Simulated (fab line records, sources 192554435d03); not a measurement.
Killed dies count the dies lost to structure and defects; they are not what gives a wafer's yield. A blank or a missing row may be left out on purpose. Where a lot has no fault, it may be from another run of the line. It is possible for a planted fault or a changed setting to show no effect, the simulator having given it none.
Split-lot experiment :: flow n5Finfet :: route with 1938 steps; 7 lots, 39 wafers read

== SPLIT DETAILS ==
At N5_MOL_CONTACT_COAG_ALD_133 (deposits SiO2, target thk 5 nm, pulse time 1 s, co reactant pulse time 1 s), the setting aldCycles was moved away from the recipe's 35 on 12 of the 39 wafers read, by +20.0% to +57.1%. For the rest of the wafers, this setting stayed at what the recipe calls for.

The split's own step is where the reading is taken.

== THE READING ==
SiO2_of_MOL_CONTACT_COAG_ALD_133.thkNm (the simulator's own value, which no gauge read), in nm, at N5_MOL_CONTACT_COAG_ALD_133 (deposits SiO2, target thk 5 nm, pulse time 1 s, co reactant pulse time 1 s). No usual value for it is given in the file.

wafer: L074.1
tool, chamber at the split: aldSin-03, 0,2,2
aldCycles as run: 35
against the recipe: recipe
SiO2_of_MOL_CONTACT_COAG_ALD_133.thkNm, nm: 5
against lot-mates on the recipe: -

wafer: L074.3
tool, chamber at the split: aldSin-03, 0,2,2
aldCycles as run: 35
against the recipe: recipe
SiO2_of_MOL_CONTACT_COAG_ALD_133.thkNm, nm: 5
against lot-mates on the recipe: -

wafer: L074.5
tool, chamber at the split: aldSin-03, 0,2,2
aldCycles as run: 35
against the recipe: recipe
SiO2_of_MOL_CONTACT_COAG_ALD_133.thkNm, nm: 5
against lot-mates on the recipe: -

wafer: L074.2
tool, chamber at the split: aldSin-03, 1,3,1
aldCycles as run: 51
against the recipe: +45.7%
SiO2_of_MOL_CONTACT_COAG_ALD_133.thkNm, nm: 7.2
against lot-mates on the recipe: +2.2

wafer: L074.4
tool, chamber at the split: aldSin-03, 1,3,1
aldCycles as run: 51
against the recipe: +45.7%
SiO2_of_MOL_CONTACT_COAG_ALD_133.thkNm, nm: 7.2
against lot-mates on the recipe: +2.2

wafer: L074.6
tool, chamber at the split: aldSin-03, 1,3,1
aldCycles as run: 51
against the recipe: +45.7%
SiO2_of_MOL_CONTACT_COAG_ALD_133.thkNm, nm: 7.2
against lot-mates on the recipe: +2.2

wafer: L076.1
tool, chamber at the split: aldSin-01, 1,2,0,3,1,0
aldCycles as run: 35
against the recipe: recipe
SiO2_of_MOL_CONTACT_COAG_ALD_133.thkNm, nm: 5
against lot-mates on the recipe: -

wafer: L076.2
tool, chamber at the split: aldSin-01, 1,2,0,3,1,0
aldCycles as run: 35
against the recipe: recipe
SiO2_of_MOL_CONTACT_COAG_ALD_133.thkNm, nm: 5
against lot-mates on the recipe: -

wafer: L076.3
tool, chamber at the split: aldSin-01, 1,2,0,3,1,0
aldCycles as run: 35
against the recipe: recipe
SiO2_of_MOL_CONTACT_COAG_ALD_133.thkNm, nm: 5
against lot-mates on the recipe: -

wafer: L076.4
tool, chamber at the split: aldSin-01, 1,2,0,3,1,0
aldCycles as run: 35
against the recipe: recipe
SiO2_of_MOL_CONTACT_COAG_ALD_133.thkNm, nm: 5
against lot-mates on the recipe: -

wafer: L076.5
tool, chamber at the split: aldSin-01, 1,2,0,3,1,0
aldCycles as run: 35
against the recipe: recipe
SiO2_of_MOL_CONTACT_COAG_ALD_133.thkNm, nm: 5
against lot-mates on the recipe: -

wafer: L076.6
tool, chamber at the split: aldSin-01, 1,2,0,3,1,0
aldCycles as run: 35
against the recipe: recipe
SiO2_of_MOL_CONTACT_COAG_ALD_133.thkNm, nm: 5
against lot-mates on the recipe: -

wafer: L079.1
tool, chamber at the split: aldSin-01, 0,2,1
aldCycles as run: 35
against the recipe: recipe
SiO2_of_MOL_CONTACT_COAG_ALD_133.thkNm, nm: 5
against lot-mates on the recipe: -

wafer: L079.2
tool, chamber at the split: aldSin-01, 0,2,1
aldCycles as run: 35
against the recipe: recipe
SiO2_of_MOL_CONTACT_COAG_ALD_133.thkNm, nm: 5
against lot-mates on the recipe: -

wafer: L079.4
tool, chamber at the split: aldSin-01, 0,2,1
aldCycles as run: 35
against the recipe: recipe
SiO2_of_MOL_CONTACT_COAG_ALD_133.thkNm, nm: 5
against lot-mates on the recipe: -

wafer: L079.3
tool, chamber at the split: aldSin-01, 3,0,1
aldCycles as run: 42
against the recipe: +20.0%
SiO2_of_MOL_CONTACT_COAG_ALD_133.thkNm, nm: 6
against lot-mates on the recipe: +1.0

wafer: L079.5
tool, chamber at the split: aldSin-01, 3,0,1
aldCycles as run: 42
against the recipe: +20.0%
SiO2_of_MOL_CONTACT_COAG_ALD_133.thkNm, nm: 6
against lot-mates on the recipe: +1.0

wafer: L079.6
tool, chamber at the split: aldSin-01, 3,0,1
aldCycles as run: 42
against the recipe: +20.0%
SiO2_of_MOL_CONTACT_COAG_ALD_133.thkNm, nm: 6
against lot-mates on the recipe: +1.0

wafer: L087.1
tool, chamber at the split: aldSin-01, 3,2
aldCycles as run: 44
against the recipe: +25.7%
SiO2_of_MOL_CONTACT_COAG_ALD_133.thkNm, nm: 6.2
against lot-mates on the recipe: +1.2

wafer: L087.5
tool, chamber at the split: aldSin-01, 3,2
aldCycles as run: 44
against the recipe: +25.7%
SiO2_of_MOL_CONTACT_COAG_ALD_133.thkNm, nm: 6.2
against lot-mates on the recipe: +1.2

wafer: L087.2
tool, chamber at the split: aldSin-01, 2,0,1
aldCycles as run: 35
against the recipe: recipe
SiO2_of_MOL_CONTACT_COAG_ALD_133.thkNm, nm: 5
against lot-mates on the recipe: -

wafer: L087.4
tool, chamber at the split: aldSin-01, 2,0,1
aldCycles as run: 35
against the recipe: recipe
SiO2_of_MOL_CONTACT_COAG_ALD_133.thkNm, nm: 5
against lot-mates on the recipe: -

wafer: L087.6
tool, chamber at the split: aldSin-01, 2,0,1
aldCycles as run: 35
against the recipe: recipe
SiO2_of_MOL_CONTACT_COAG_ALD_133.thkNm, nm: 5
against lot-mates on the recipe: -

wafer: L087.3
tool, chamber at the split: aldSin-01, 1
aldCycles as run: 44
against the recipe: +25.7%
SiO2_of_MOL_CONTACT_COAG_ALD_133.thkNm, nm: 6.4
against lot-mates on the recipe: +1.4

wafer: L090.1
tool, chamber at the split: aldSin-04, 0,2,3
aldCycles as run: 35
against the recipe: recipe
SiO2_of_MOL_CONTACT_COAG_ALD_133.thkNm, nm: 5
against lot-mates on the recipe: -

wafer: L090.3
tool, chamber at the split: aldSin-04, 0,2,3
aldCycles as run: 35
against the recipe: recipe
SiO2_of_MOL_CONTACT_COAG_ALD_133.thkNm, nm: 5
against lot-mates on the recipe: -

wafer: L090.5
tool, chamber at the split: aldSin-04, 0,2,3
aldCycles as run: 35
against the recipe: recipe
SiO2_of_MOL_CONTACT_COAG_ALD_133.thkNm, nm: 5
against lot-mates on the recipe: -

wafer: L090.2
tool, chamber at the split: aldSin-04, 3,0,2
aldCycles as run: 55
against the recipe: +57.1%
SiO2_of_MOL_CONTACT_COAG_ALD_133.thkNm, nm: 7.8
against lot-mates on the recipe: +2.8

wafer: L090.4
tool, chamber at the split: aldSin-04, 3,0,2
aldCycles as run: 55
against the recipe: +57.1%
SiO2_of_MOL_CONTACT_COAG_ALD_133.thkNm, nm: 7.8
against lot-mates on the recipe: +2.8

wafer: L090.6
tool, chamber at the split: aldSin-04, 3,0,2
aldCycles as run: 55
against the recipe: +57.1%
SiO2_of_MOL_CONTACT_COAG_ALD_133.thkNm, nm: 7.8
against lot-mates on the recipe: +2.8

wafer: L091.3
tool, chamber at the split: aldSin-01, 2,1,1
aldCycles as run: 35
against the recipe: recipe
SiO2_of_MOL_CONTACT_COAG_ALD_133.thkNm, nm: 5
against lot-mates on the recipe: -

wafer: L091.4
tool, chamber at the split: aldSin-01, 2,1,1
aldCycles as run: 35
against the recipe: recipe
SiO2_of_MOL_CONTACT_COAG_ALD_133.thkNm, nm: 5
against lot-mates on the recipe: -

wafer: L091.5
tool, chamber at the split: aldSin-01, 2,1,1
aldCycles as run: 35
against the recipe: recipe
SiO2_of_MOL_CONTACT_COAG_ALD_133.thkNm, nm: 5
against lot-mates on the recipe: -

wafer: L092.1
tool, chamber at the split: aldSin-03, 1,0,2,3,0,1
aldCycles as run: 35
against the recipe: recipe
SiO2_of_MOL_CONTACT_COAG_ALD_133.thkNm, nm: 5
against lot-mates on the recipe: -

wafer: L092.2
tool, chamber at the split: aldSin-03, 1,0,2,3,0,1
aldCycles as run: 35
against the recipe: recipe
SiO2_of_MOL_CONTACT_COAG_ALD_133.thkNm, nm: 5
against lot-mates on the recipe: -

wafer: L092.3
tool, chamber at the split: aldSin-03, 1,0,2,3,0,1
aldCycles as run: 35
against the recipe: recipe
SiO2_of_MOL_CONTACT_COAG_ALD_133.thkNm, nm: 5
against lot-mates on the recipe: -

wafer: L092.4
tool, chamber at the split: aldSin-03, 1,0,2,3,0,1
aldCycles as run: 35
against the recipe: recipe
SiO2_of_MOL_CONTACT_COAG_ALD_133.thkNm, nm: 5
against lot-mates on the recipe: -

wafer: L092.5
tool, chamber at the split: aldSin-03, 1,0,2,3,0,1
aldCycles as run: 35
against the recipe: recipe
SiO2_of_MOL_CONTACT_COAG_ALD_133.thkNm, nm: 5
against lot-mates on the recipe: -

wafer: L092.6
tool, chamber at the split: aldSin-03, 1,0,2,3,0,1
aldCycles as run: 35
against the recipe: recipe
SiO2_of_MOL_CONTACT_COAG_ALD_133.thkNm, nm: 5
against lot-mates on the recipe: -
Where a row lists several chambers, the file gives one row for several wafers and doesn't say which wafer went through which chamber.

THE FIT
A straight line over all 39 wafers: SiO2_of_MOL_CONTACT_COAG_ALD_133.thkNm changes by +0.0488 nm for each +1% of aldCycles; r = +1.00; the points scatter about the line by 0.029 nm.
The same after taking each lot's own level away (the mean of its wafers on the recipe; 39 wafers): +0.0488 nm for each +1%; r = +1.00; scatter 0.029 nm.
On that fit, the largest move of aldCycles shifts the reading by 2.8 nm.
The lots' own levels span 5.00 to 5.00 nm.
Consequently the slope shifts little with the lot-to-lot level, the two slopes agreeing.
Check: for one of the wafers moved furthest among these (+57.1%), held out of the fit, the line's prediction against its lot-mates is +2.79 nm. Against them it came out at +2.8 nm.

== THESE WAFERS: OTHER SPLITS ==
These wafers also went through other splits before the reading. Each is held against what the fit with the lots' levels taken away leaves over:
other split on the same wafers: N5_FIN_SAQP_HM_DEP_03 targetThkA
wafers away from the commonest value: 15
r with SiO2_of_MOL_CONTACT_COAG_ALD_133.thkNm (lot level and that fit taken away): +0.35

other split on the same wafers: N5_SD_EPI_P_EPI_21 epiGrowthTimeS
wafers away from the commonest value: 12
r with SiO2_of_MOL_CONTACT_COAG_ALD_133.thkNm (lot level and that fit taken away): -0.12

== FILE'S OWN FIT ==
SiO2_of_MOL_CONTACT_COAG_ALD_133.thkNm changes by +0.0488 nm for each +1% of aldCycles, r = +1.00.
